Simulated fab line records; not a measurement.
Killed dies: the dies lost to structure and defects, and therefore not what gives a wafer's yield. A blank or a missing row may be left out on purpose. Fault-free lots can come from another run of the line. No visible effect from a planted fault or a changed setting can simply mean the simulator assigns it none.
A lot that was struck, set against a sound lot :: flow n5 finfet :: 14 steps out of a route of 1938
Sound: wafers L225.2, L225.5, L225.6. Wafers L227.1, L227.4, L227.6 were the ones struck. Last of all comes the cause.
Per side, at each step with rows, come the tool, then ch with its chambers, and then its first start. Under that, the readings that differ: sound wafers :: struck wafers :: difference of the means :: sigmas: that difference in standard deviations of wafers without a fault.
alike: same words and numbers on both sides, and readings whose means sit less than 2 such deviations apart. not compared: any withheld reading, any reading some wafer has no value for, any bound like >300 that may hide the same value, and any number with overlapping values for which the record gives no deviation.
Wherever a step has rows on one side only, a row that says differs or no value, or a row with sigmas, the two part there. Non-overlapping numbers with no deviation appear without sigmas and do not part them. Lack of a reading on every wafer of one side parts them only where that side has two or more wafers.

N5_BEOL_M11_CMP_52: polishes, stops on SiCOH lowk, t overpolish 7 s, target thk 140 nm.
  sound on cmp-04 ch 1,2,3, day 15 00:28; struck on cmp-01 ch 0,3, day 15 00:05
  alike: barrier field endpoint s, motor current A, overpolish run s, retaining ring pressure frac, time to endpoint s
N5_BEOL_M11_THK_MEAS_53: measures by xrf.
  sound: film metro-02 at day 15 00:39; struck: film metro-02 at day 15 00:23
  alike: M11_THK
then, 1 step without rows for these wafers: N5_BEOL_M11_PRE_CLEAN_55 (time 15 s).
N5_BEOL_M11_DEP_56: deposits SiCN from 3MS/NH3, target thk 30 nm, time 10.5 s.
  sound on pecvd-03 ch 0,2, day 15 00:43; struck on pecvd-04 ch 1,2, day 15 00:26
  alike: showerhead plenum p Torr, throttle valve pct
N5_BEOL_M11_RS_MEAS_57: uses a four-point probe to measure.
  sound: film metro-01 at day 15 00:47; struck: film metro-01 at day 15 00:30
  alike: M11_RS
N5_BEOL_M11_INSPECT_58: inspects for defects (darkfield).
  sound: defect inspect-01 at day 15 00:49; struck: defect inspect-01 at day 15 00:32
  alike: raw defect count
N5_BEOL_M12_ILD_DEP_00: deposits SiOC from DEMS/O2, target thk 658.92 nm, time 130.7 s.
  sound on pecvd-02 ch 1,2, day 15 00:50; struck on pecvd-03 ch 0,1, day 15 00:34
  alike: heater power outer w, heater power w, showerhead plenum p Torr, throttle valve pct
N5_BEOL_M12_THK_MEAS_01:
  sound: film metro-01 at day 15 00:59; struck: film metro-01 at day 15 00:42
  alike: M12_ILD_THK
then, 4 steps without rows for these wafers: N5_BEOL_M12_COAT_58 (time 60 s, resist thk 89 nm); N5_BEOL_M12_COAT_04 (resist thk 400 nm); N5_BEOL_M12_EBR_06; N5_BEOL_M12_SOFTBAKE_05 (time 60 s).
N5_BEOL_M12_EXPOSE_07: exposes mask V11.
  sound on krf scanner-02 ch 0, day 15 01:14; struck on krf scanner-01, day 15 00:50
  no value came back on the struck wafers for exposure dose mJ cm2, focus offset nm (nm); on the sound wafers exposure dose mJ cm2 reads 32.54 32.53 32.47
  alike: mask
then, 1 step without rows for these wafers: N5_BEOL_M12_PEB_08 (peb time 90 s).

WHERE THEY PART
At N5_BEOL_M12_EXPOSE_07 and nowhere else, as far as this record goes.

WHY: whatever the simulator had introduced
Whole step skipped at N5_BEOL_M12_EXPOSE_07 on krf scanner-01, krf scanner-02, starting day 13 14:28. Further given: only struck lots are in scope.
